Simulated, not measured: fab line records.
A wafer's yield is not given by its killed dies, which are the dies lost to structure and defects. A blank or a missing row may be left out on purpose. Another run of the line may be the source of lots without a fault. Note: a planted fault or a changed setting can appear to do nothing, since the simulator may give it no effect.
A struck lot beside a sound one || flow nand harc || 15 steps out of a route of 1302
Sound: these wafers, L123.3, L123.5, L123.6. Struck: wafer L138.2 (L138.4, L138.5, from the same lot, were not struck and are left out); the cause is given at the end.
Each step with rows lists, per side, the tool, then ch with its chambers, then its first start. Under that, the readings that differ: sound wafers || struck wafers || difference of the means || sigmas: that difference in standard deviations of wafers without a fault.
alike: words and numbers the same on both sides, and readings whose means are apart by under 2 such deviations; not compared: readings that were withheld, readings missing a value for some wafer, numbers with overlapping values and no deviation given by the record, and bounds like >300 which may hide the same value.
A row with sigmas, a row that says differs or no value, or rows on one side alone: a step with any of these is where the two part. Numbers that don't overlap but have no deviation are shown without sigmas and don't part them. Lack of a reading on every wafer of one side parts them only where that side has two or more wafers.

first, 1 step without rows for these wafers: NHARC_A_CONTACT_ETCH_137 (etches the open film in C4F8/O2/Ar, time 311 s, target depth 1912 nm).
NHARC_A_CONTACT_ETCH_138: etches the open film in C4F8/O2/Ar, time 311 s, target depth 1914 nm.
  sound on har cap etch-01 ch 0,1, day 23 06:16; struck on har cap etch-01 ch 0, day 29 12:30
{"reading": "rf hours counter h (h)", "sound": "- - -", "struck": 29, "difference": "no value on the sound wafers", "sigmas": ""}
then, 1 step without rows for these wafers: NHARC_A_CONTACT_ETCH_139 (etches the open film in C4F8/O2/Ar, time 195 s, target depth 840 nm).
NHARC_A_CONTACT_ETCH_92: etches the open film in CH3F/O2, target depth 40 nm, time 85.7 s.
  sound on rie diel-11 ch 1,2, day 23 07:05; struck on rie diel-03 ch 1, day 29 13:17
{"reading": "oes product au (a.u.)", "sound": "1.007 0.991 1.008", "struck": 0.930, "difference": -0.072, "sigmas": -3}
  alike: bias w, drypump motor current A, rf vpp V, showerhead plenum p Torr, throttle valve pct
  not compared: rf hours counter h
NHARC_A_CONTACT_ETCH_98: etches the open film in C4F6/O2, target depth 20 nm, time 10 s.
  sound: rie diel-11 ch 0,1,3; struck: rie diel-03 ch 1
  alike: bias w, drypump motor current A, oes product au, rf vpp V, showerhead plenum p Torr, throttle valve pct
  not compared: rf hours counter h
NHARC_A_CONTACT_CD_MEAS_15:
  sound on cd sem-02, day 23 07:19; struck on cd sem-01, day 29 13:30
  alike: cd nm
then, 3 steps without rows for these wafers: NHARC_A_CONTACT_STRIP_107 (strips in N2/H2); NHARC_A_CONTACT_STRIP_108 (strips in CF4/CHF3); NHARC_A_CONTACT_STRIP_109 (strips in O2/COS).
NHARC_A_CONTACT_ETCH_110: etches the open film in CF4/O2, target depth 60 nm, overetch 6 nm, time 33 s.
  sound on rie diel-03 ch 2,3, day 23 07:45; struck on rie diel-03 ch 3, day 29 13:47
{"reading": "oes_o_777_au (a.u.)", "sound": "0.995 0.984 1.000", "struck": 1.007, "difference": "+0.014", "sigmas": "+3"}
  alike: bias w, drypump motor current A, oes_f_703_au, oes product au, rf vpp V, showerhead plenum p Torr, throttle valve pct
  not compared: rf hours counter h
then, 2 steps without rows for these wafers: NHARC_A_CONTACT_STRIP_26 (strips in O2); NHARC_A_CONTACT_STRIP_27 (strips in post etch residue remover, time 600 s).
NHARC_A_CONTACT_ALD_18: deposits TiN, target thk 3 nm, pulse time 1 s, ald cycles 150.
  sound on ald metal-02 ch 2,3, day 23 08:23; struck on ald metal-02 ch 0, day 29 14:26
{"reading": "ald cycles", "sound": "150 150 150", "struck": 66, "difference": -84, "sigmas": ""}
  alike: heater power outer w, heater power w, precursor pulse height rel, susceptor temp C
NHARC_A_CONTACT_CVD_19: deposits W, target thk 300 nm, time 802 s.
  sound: cvd w-02 ch 0,1; struck: cvd w-02 ch 1
  alike: heater power outer w, heater power w, mfc h2 sccm, throttle valve pct
  not compared: susceptor temp C
NHARC_END_SORT_01:
  at this point the record logs the struck wafers (prober-01 ch 0, day 31 13:02) and has no rows for the sound ones

== WHERE THEY PART ==
First at NHARC_A_CONTACT_ETCH_138; last, within this record, at NHARC_END_SORT_01.

WHY: whatever the simulator had introduced
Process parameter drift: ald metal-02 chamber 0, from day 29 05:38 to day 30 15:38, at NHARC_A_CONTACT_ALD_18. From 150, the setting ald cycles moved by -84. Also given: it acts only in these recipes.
